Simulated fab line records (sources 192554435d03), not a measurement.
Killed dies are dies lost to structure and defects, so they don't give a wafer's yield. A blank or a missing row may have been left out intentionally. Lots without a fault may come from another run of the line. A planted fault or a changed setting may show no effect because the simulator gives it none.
Which tool did it? || flow n5-finfet || 24 wafers from 8 lots sampled at 3 of the route's 1938 steps

## WHAT THE GAUGES READ, wafer by wafer
N5_BEOL_M1_INSPECT_30: inspects for defects (brightfield).
{"lot": "L173", "measured": "day 6 18:13", "on": "defect-inspect-01", "raw-defect-count": "259 338 566"}
{"lot": "L179", "measured": "day 8 12:55", "on": "defect-inspect-02", "raw-defect-count": "269 351 375"}
{"lot": "L181", "measured": "day 8 23:38", "on": "defect-inspect-01", "raw-defect-count": "1203 1290 1453"}
{"lot": "L183", "measured": "day 9 18:21", "on": "defect-inspect-02", "raw-defect-count": "1429 1445 1421"}
{"lot": "L185", "measured": "day 10 02:47", "on": "defect-inspect-02", "raw-defect-count": "405 368 587"}
{"lot": "L186", "measured": "day 10 15:10", "on": "defect-inspect-01", "raw-defect-count": "479 409 463"}
{"lot": "L188", "measured": "day 10 19:44", "on": "defect-inspect-01", "raw-defect-count": "324 390 234"}
{"lot": "L190", "measured": "day 11 04:08", "on": "defect-inspect-01", "raw-defect-count": "294 319 398"}

## WHAT TOOL EACH LOT RAN ON (gives the tool, then ch and the chambers of the sampled wafers, and finally the start)
{"lot": "L173", "N5_BEOL_M1_ETCH_74": "rie-diel-03 ch 1,2,3, day 6 17:22", "N5_BEOL_M1_STRIP_19": "rie-diel-05 ch 0,2,3, day 6 17:44"}
{"lot": "L179", "N5_BEOL_M1_ETCH_74": "rie-diel-05 ch 1,2,3, day 8 11:52", "N5_BEOL_M1_STRIP_19": "rie-diel-05 ch 0,1,2, day 8 12:11"}
{"lot": "L181", "N5_BEOL_M1_ETCH_74": "rie-diel-05 ch 0,1,3, day 8 22:42", "N5_BEOL_M1_STRIP_19": "rie-diel-05 ch 1,3, day 8 23:02"}
{"lot": "L183", "N5_BEOL_M1_ETCH_74": "rie-diel-04 ch 0,3, day 9 17:25", "N5_BEOL_M1_STRIP_19": "rie-diel-05 ch 0,2,3, day 9 17:44"}
{"lot": "L185", "N5_BEOL_M1_ETCH_74": "rie-diel-03 ch 1,2,3, day 10 01:46", "N5_BEOL_M1_STRIP_19": "rie-diel-04 ch 0,2,3, day 10 02:11"}
{"lot": "L186", "N5_BEOL_M1_ETCH_74": "rie-diel-04 ch 0,1,2, day 10 14:14", "N5_BEOL_M1_STRIP_19": "rie-diel-04 ch 0,2, day 10 14:34"}
{"lot": "L188", "N5_BEOL_M1_ETCH_74": "rie-diel-03 ch 1,2,3, day 10 18:49", "N5_BEOL_M1_STRIP_19": "rie-diel-04 ch 0,1,2, day 10 19:08"}
{"lot": "L190", "N5_BEOL_M1_ETCH_74": "rie-diel-04 ch 0,2, day 11 03:20", "N5_BEOL_M1_STRIP_19": "rie-diel-03 ch 0,2, day 11 03:39"}
- N5_BEOL_M1_ETCH_74: etches underlayer in N2/H2, target depth 6.5 nm, time 5.2 s.
- N5_BEOL_M1_STRIP_19: strips in O2.

## THE ANSWER, worked out from the rows above alone
Rule: the lots themselves supply what counts as usual. The widest of any qualifying gaps counts: lots, ordered by their means at a reading, are off when they make up no more than a third of the lots, leave a main group of 4 or more, and stand apart from it by 3 or more times the standard deviation of that group's means. A main group is skipped when, at the precision printed for the reading in the tables above, its means are all equal. Also off: a lot with no number at a reading for which 4 or more lots have one. Any other lot the step has rows for is counted as sound.
Off at N5_BEOL_M1_INSPECT_30 (raw-defect-count): L181, L183. The main group: mean 379, standard deviation 56.
If a tool, at a process step before that reading, ran all the lots that are off and no sound lot after the first of them, it fits. Those tools and the gauges at N5_BEOL_M1_INSPECT_30 are tried in the same way. One candidate fits, namely rie-diel-05 at N5_BEOL_M1_STRIP_19. Its last sound lot is L179 (day 8 12:11), its first lot that is off L181 (day 8 23:02): a fault that began between those two fits.

## WHAT THE SIMULATOR HAD PUT IN
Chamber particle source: rie-diel-05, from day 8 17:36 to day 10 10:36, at N5_BEOL_M1_STRIP_19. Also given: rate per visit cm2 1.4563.
Lots struck among those shown: L181, L183. Same finding as the rule above.
